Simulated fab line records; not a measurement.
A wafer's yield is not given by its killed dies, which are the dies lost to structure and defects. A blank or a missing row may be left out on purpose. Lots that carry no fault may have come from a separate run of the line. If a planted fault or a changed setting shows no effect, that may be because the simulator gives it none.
2 desks, one fault | flow n5-finfet | each desk has only its own numbers; what lay behind them comes last

== DESK OF THE TOOL OWNER: rie-diel-02 ==
The tool's own readings at N5_BEOL_M10_TRENCH_ETCH_37 (etches SiCOH lowk in C4F6/O2, target depth 148.83 nm, time 48 s): means of the sampled wafers that have a number, for each lot that ran on this tool. If a lot's mean is further than 4 standard deviations from the usual mean, the lot is out of limits and carries the mark OUT (the distance appears in the brackets).
Columns: A = chamber-pressure-mTorr at N5_BEOL_M10_TRENCH_ETCH_37, usual 29.998 mTorr; B = drypump-motor-current-A at N5_BEOL_M10_TRENCH_ETCH_37, usual 5.8 A; C = oes-product-au at N5_BEOL_M10_TRENCH_ETCH_37, usual 0.77 a.u.; D = rf-vpp-V at N5_BEOL_M10_TRENCH_ETCH_37, usual 665 V; E = run-length-s at N5_BEOL_M10_TRENCH_ETCH_37, usual 71.4 s; F = showerhead-plenum-p-Torr at N5_BEOL_M10_TRENCH_ETCH_37, usual 2.80 Torr; G = throttle-valve-pct at N5_BEOL_M10_TRENCH_ETCH_37, usual 21.06 %
lot  | first seen here | A      | B   | C    | D   | E               | F    | G
L941 | day 10 06:01    | 29.983 | 6.1 | 0.71 | 665 | 71.3            | 2.78 | 21.31
L946 | day 12 08:22    | 29.983 | 5.8 | 0.70 | 666 | 71.4            | 2.79 | 21.31
L955 | day 13 23:43    | 30.007 | 5.8 | 0.69 | 665 | 74.0 (+5.6) OUT | 2.78 | 21.34
L953 | day 14 00:52    | 29.996 | 6.2 | 0.70 | 671 | 77.0 (+12) OUT  | 2.85 | 21.47
L956 | day 14 14:07    | 30.004 | 6.0 | 0.79 | 668 | 73.9 (+5.3) OUT | 2.88 | 21.24
This desk finds L953, L955, L956 out of limits, L955 being first, at day 13 23:43 (run-length-s at N5_BEOL_M10_TRENCH_ETCH_37). Within limits: L941, L946.

== METROLOGY DESK ==
Lot by lot, what the gauges showed, no matter which tool ran the lot: averages of those sampled wafers that carry a number. If a lot's mean is further than 4 standard deviations from the usual mean, the lot is out of limits and carries the mark OUT (the distance appears in the brackets). Readings shown: 7 out of 29 (the first out of limits, and those lying furthest out on some lot).
Columns: A = trench-depth-nm at N5_BEOL_M10_OCD_MEAS_38, usual 147.7 nm; B = M10_THK at N5_BEOL_M10_THK_MEAS_53, usual 138.4 nm; C = M10_RS at N5_BEOL_M10_RS_MEAS_57, usual 0.1530 ohm/sq; D = COMB_M14_max_site at N5_BEOL_M15_RC_MEAS_101, usual 5.9e-12 S/m; E = COMB_M15 at N5_BEOL_M15_RC_MEAS_101, usual 3.2e-12 S/m; F = SERP_M10 at N5_BEOL_M15_RC_MEAS_101, usual 3.09 ohm/um; G = SERP_M10_max_site at N5_BEOL_M15_RC_MEAS_101, usual 3.19 ohm/um
lot  | first seen here | A                | B                | C                 | D       | E       | F               | G
L941 | day 10 05:37    | 145.0            | 135.3            | 0.1563            | 8.3e-12 | 3.0e-12 | 3.15            | 3.24
L946 | day 12 07:23    | 146.3            | 137.2            | 0.1552            | 4.2e-12 | 2.7e-12 | 3.13            | 3.24
L955 | day 13 23:19    | 156.1            | 147.7            | 0.1449            | 5.1e-12 | 4.2e-12 | 2.95            | 3.01
L953 | day 13 23:46    | 165.9 (+7.9) OUT | 156.4 (+6.7) OUT | 0.1360 (-5.9) OUT | 6.4e-12 | 2.6e-12 | 2.80 (-4.3) OUT | 2.85 (-4.0) OUT
L956 | day 14 13:39    | 155.5            | 146.2            | 0.1454            | 5.5e-12 | 3.4e-12 | 2.91            | 3.01
L958 | day 14 21:11    | 148.7            | 140.3            | 0.1512            | 5.5e-12 | 3.5e-12 | 3.05            | 3.14
L959 | day 15 08:56    | 149.7            | 141.3            | 0.1509            | 5.2e-12 | 3.6e-12 | 3.07            | 3.17
This desk finds L953 out of limits, L953 being first, at day 14 01:03 (trench-depth-nm at N5_BEOL_M10_OCD_MEAS_38). Within limits: L941, L946, L955, L956, L958, L959.

== PUT TOGETHER ==
An alarm could have come from the tool owner's desk at day 13 23:43, on L953, L955, L956.
Metrology desk: alarm possible at day 14 01:03 on L953.
The metrology desk has L955, L956 on record, within its limits.
Every lot named ran N5_BEOL_M10_TRENCH_ETCH_37 on rie-diel-02.

== WHAT HAD BEEN PUT IN BY THE SIMULATOR ==
rie-diel-02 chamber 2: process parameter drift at N5_BEOL_M10_TRENCH_ETCH_37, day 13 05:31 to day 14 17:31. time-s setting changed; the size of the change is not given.
Shown lots that were struck: L953, L955, L956.
Delay (hours) between the fault's onset and each desk's first out-of-limits reading: 18 at the tool owner's desk, 20 at the metrology desk.
